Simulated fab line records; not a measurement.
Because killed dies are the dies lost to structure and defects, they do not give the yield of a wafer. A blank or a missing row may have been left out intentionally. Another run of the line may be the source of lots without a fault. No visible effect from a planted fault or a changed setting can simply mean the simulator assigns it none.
Tool commonality check ; flow n5_finfet ; Lots sampled 10, wafers sampled 28

== REASON FOR OPENING ==
Flagged at N5_BEOL_M6_INSPECT_58: reading raw_defect_count, on 3 of 10 lots. Wafers without a fault read 73, standard deviation 27.
Rule: a lot is flagged when every wafer of it that has a number lies more than 4 standard deviations from that mean, or none has a number. The other lots count as sound.

lot;measured;on;raw_defect_count, wafer by wafer;flag
L496;day 9 02:14;defect_inspect-02;105 62 71;
L498;day 9 06:19;defect_inspect-01;145 84 135;
L499;day 9 23:05;defect_inspect-02;86 92 58;
L504;day 10 20:44;defect_inspect-02;80 52;
L506;day 11 01:58;defect_inspect-02;1169 1115 1113;FLAGGED
L505;day 11 02:55;defect_inspect-01;1106 1118 1170;FLAGGED
L507;day 11 17:29;defect_inspect-01;1137 1145 1136;FLAGGED
L514;day 13 16:29;defect_inspect-02;39 35;
L516;day 14 02:02;defect_inspect-01;106 65 65;
L517;day 14 15:04;defect_inspect-01;40 40 47;
Average over the flagged lots: 1134; offset from the usual +1061, equal to +39 standard deviations.

== LOT BY LOT: THE TOOL USED ==
Before the reading, the record contains 3 process steps out of a 1938-step route. Every cell lists first the tool, next ch and the chambers used by the sampled wafers, and last the start.
lot;flag;N5_BEOL_M6_ETCH_41;N5_BEOL_M6_SPUTTER_48;N5_BEOL_M6_CMP_52
L496;;rie_diel-01 ch 0,1,3, day 8 22:54 or earlier;pvd_sputter-02, day 9 00:46;cmp-04 ch 1,2, day 9 01:47
L498;;rie_diel-01 ch 1,2,3, day 9 01:06 or earlier;pvd_sputter-02, day 9 02:49;cmp-04 ch 0,1,2, day 9 05:59
L499;;rie_diel-05 ch 0,1,3, day 9 19:20 or earlier;pvd_sputter-02, day 9 21:43;cmp-03 ch 0,2,3, day 9 22:38
L504;;rie_diel-04 ch 0,2, day 10 18:23 or earlier;pvd_sputter-01, day 10 19:47;cmp-04 ch 0,2, day 10 20:19
L506;FLAGGED;rie_diel-04 ch 0,1,3, day 10 23:48 or earlier;pvd_sputter-02, day 11 01:00;cmp-04 ch 0,1,2, day 11 01:31
L505;FLAGGED;rie_diel-05 ch 1,2, day 11 00:06 or earlier;pvd_sputter-02, day 11 01:17;cmp-04 ch 0,3, day 11 02:27
L507;FLAGGED;rie_diel-01 ch 0,1,2, day 11 14:46 or earlier;pvd_sputter-01, day 11 16:20;cmp-04 ch 0,2,3, day 11 17:02
L514;;rie_diel-01 ch 0,1, day 13 13:52 or earlier;pvd_sputter-03, day 13 15:28;cmp-03 ch 0, day 13 16:02
L516;;rie_diel-05 ch 0,2, day 13 22:49 or earlier;pvd_sputter-02, day 14 00:11;cmp-03 ch 2,3, day 14 01:38
L517;;rie_diel-04 ch 1,2,3, day 14 11:02 or earlier;pvd_sputter-03, day 14 14:06;cmp-02 ch 0,3, day 14 14:38
What is done by these steps:
- N5_BEOL_M6_ETCH_41: etches SiCN in CH3F/O2, target depth 29.7 nm, time 52 s.
- N5_BEOL_M6_SPUTTER_48: material Cu, target thk 10 nm, time 1.667 s.
- N5_BEOL_M6_CMP_52: polishes, stops on SiCOH lowk, t overpolish 6.9 s, target thk 80 nm.
- N5_BEOL_M6_INSPECT_58: inspects for defects (darkfield).

== FLAGGED OVER TOTAL, TOOL BY TOOL (the gauges that took the reading come last) ==
step;tool;lots run;flagged;share of the flagged lots;sound lots run after its first flagged lot
N5_BEOL_M6_ETCH_41;rie_diel-01;4;1;some;1 (L514)
N5_BEOL_M6_ETCH_41;rie_diel-04;3;1;some;1 (L517)
N5_BEOL_M6_ETCH_41;rie_diel-05;3;1;some;1 (L516)
N5_BEOL_M6_SPUTTER_48;pvd_sputter-01;2;1;some;0
N5_BEOL_M6_SPUTTER_48;pvd_sputter-02;6;2;some;1 (L516)
N5_BEOL_M6_SPUTTER_48;pvd_sputter-03;2;0;none;-
N5_BEOL_M6_CMP_52;cmp-02;1;0;none;-
N5_BEOL_M6_CMP_52;cmp-03;3;0;none;-
N5_BEOL_M6_CMP_52;cmp-04;6;3;all;0
N5_BEOL_M6_INSPECT_58;defect_inspect-01;5;2;some;2 (L516,L517)
N5_BEOL_M6_INSPECT_58;defect_inspect-02;5;1;some;1 (L514)
N5_BEOL_M6_ETCH_41: start missing for some lots; hours and lot order therefore follow N5_BEOL_M6_OCD_MEAS_38.

== WHAT IS ALLOWED BY THE TABLE ==
All flagged lots share 1 row of the table, namely cmp-04 at N5_BEOL_M6_CMP_52.
- cmp-04 at N5_BEOL_M6_CMP_52: 3 of its 6 lots flagged. A fault beginning between L504 (day 10 20:19), its last sound lot, and L506 (day 11 01:31), its first flagged one, fits the data.
Just one tool remains: cmp-04 at N5_BEOL_M6_CMP_52.

== WHAT WAS PUT IN BY THE SIMULATOR ==
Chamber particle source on cmp-04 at N5_BEOL_M6_CMP_52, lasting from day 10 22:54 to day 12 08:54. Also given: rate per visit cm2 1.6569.
Shown lots that were struck: L506, L505, L507. The rule above reached the same finding.
